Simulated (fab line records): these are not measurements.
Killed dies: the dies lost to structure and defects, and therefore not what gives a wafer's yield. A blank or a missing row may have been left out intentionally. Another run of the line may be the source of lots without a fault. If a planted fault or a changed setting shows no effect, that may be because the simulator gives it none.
Which tool is to blame? | flow nandHarc | 12 lots, 36 wafers sampled, at 5 steps of a route of 1159

== WHAT THE GAUGES READ, wafer by wafer ==
NHARC_P_M1_INSPECT_27.
lot  | measured     | on               | rawDefectCount
L075 | day 6 08:14  | defectInspect-01 | 346 343 577
L076 | day 6 21:47  | defectInspect-01 | 324 234 500
L079 | day 7 07:19  | defectInspect-01 | 170 195 240
L082 | day 8 04:14  | defectInspect-02 | 347 333 274
L083 | day 8 12:28  | defectInspect-02 | 359 351 243
L085 | day 9 06:10  | defectInspect-01 | 251 269 217
L087 | day 9 18:43  | defectInspect-01 | 458 299 333
L088 | day 9 19:22  | defectInspect-01 | 279 257 314
L091 | day 10 05:20 | defectInspect-01 | 181 340 468
L092 | day 11 01:18 | defectInspect-01 | 384 342 314
L094 | day 11 05:23 | defectInspect-02 | 525 463 471
L097 | day 11 12:57 | defectInspect-02 | 368 451 516

== WHAT TOOL EACH LOT RAN ON (gives the tool, then ch and the chambers of the sampled wafers, and finally the start) ==
lot  | NHARC_P_M0_DESCUM_14              | NHARC_P_M0_PRE_CLEAN_29                | NHARC_P_M1_ETCH_28                           | NHARC_P_M1_PVD_21
L075 | rieDiel-04 ch 0,2,3, day 6 01:19  | pvdSputter-03, day 6 08:14 or earlier  | rieDiel-10 ch 0,1,3, day 6 08:14 or earlier  | pvdSputter-01, day 6 08:14 or earlier
L076 | rieDiel-07 ch 1,2,3, day 6 15:07  | pvdSputter-02, day 6 21:47 or earlier  | rieDiel-10 ch 0,1,2, day 6 21:47 or earlier  | pvdSputter-03, day 6 21:47 or earlier
L079 | rieDiel-07 ch 0,1,3, day 7 00:03  | pvdSputter-02, day 7 07:19 or earlier  | rieDiel-01 ch 0,1,2, day 7 07:19 or earlier  | pvdSputter-01, day 7 07:19 or earlier
L082 | rieDiel-07 ch 2,3, day 7 21:34    | pvdSputter-03, day 8 04:14 or earlier  | rieDiel-10 ch 1,2,3, day 8 04:14 or earlier  | pvdSputter-01, day 8 04:14 or earlier
L083 | rieDiel-07 ch 0,2,3, day 8 05:23  | pvdSputter-03, day 8 12:28 or earlier  | rieDiel-01 ch 0,1,2, day 8 12:28 or earlier  | pvdSputter-03, day 8 12:28 or earlier
L085 | rieDiel-07 ch 1,3, day 8 23:34    | pvdSputter-03, day 9 06:10 or earlier  | rieDiel-09 ch 0,3, day 9 06:10 or earlier    | pvdSputter-01, day 9 06:10 or earlier
L087 | rieDiel-04 ch 1,2, day 9 11:34    | pvdSputter-01, day 9 18:43 or earlier  | rieDiel-01 ch 1,2,3, day 9 18:43 or earlier  | pvdSputter-02, day 9 18:43 or earlier
L088 | rieDiel-07 ch 1,2, day 9 12:38    | pvdSputter-01, day 9 19:22 or earlier  | rieDiel-10 ch 0,1,2, day 9 19:22 or earlier  | pvdSputter-01, day 9 19:22 or earlier
L091 | rieDiel-11 ch 0,2,3, day 9 21:37  | pvdSputter-01, day 10 05:20 or earlier | rieDiel-01 ch 1,2, day 10 05:20 or earlier   | pvdSputter-01, day 10 05:20 or earlier
L092 | rieDiel-11 ch 0,1,2, day 10 18:38 | pvdSputter-02, day 11 01:18 or earlier | rieDiel-09 ch 1,2,3, day 11 01:18 or earlier | pvdSputter-02, day 11 01:18 or earlier
L094 | rieDiel-11 ch 0,3, day 10 21:19   | pvdSputter-02, day 11 05:23 or earlier | rieDiel-09 ch 0,1, day 11 05:23 or earlier   | pvdSputter-02, day 11 05:23 or earlier
L097 | rieDiel-11 ch 0,1,2, day 11 06:01 | pvdSputter-02, day 11 12:57 or earlier | rieDiel-01 ch 0,1,3, day 11 12:57 or earlier | pvdSputter-03, day 11 12:57 or earlier
- NHARC_P_M0_DESCUM_14: chemistry O2, time 3 s.
- NHARC_P_M0_PRE_CLEAN_29: time 30 s.
- NHARC_P_M1_ETCH_28: etches the open film in CF4/N2, target depth 30 nm, time 72.99 s.
- NHARC_P_M1_PVD_21: deposits Cu, target thk 30 nm, time 20.49 s.

== THE ANSWER, worked out from the rows above alone ==
Rule: usual is defined by the lots themselves. Put in order of their means at a reading, lots are off if they are a third of the lots or fewer, leave a main group of 4 or more, and stand apart from it by a gap of 3 or more times the standard deviation of the main group's means; of several such gaps the widest counts. If all means in a main group match to the digits the tables above print for the reading, that group is not used. A lot without any number at a reading at which 4 lots or more have one is off too. The other lots that the step has rows for count as sound.
Across all readings shown, no lot is off: no conclusion can be drawn from this.

== WHAT THE SIMULATOR PUT IN ==
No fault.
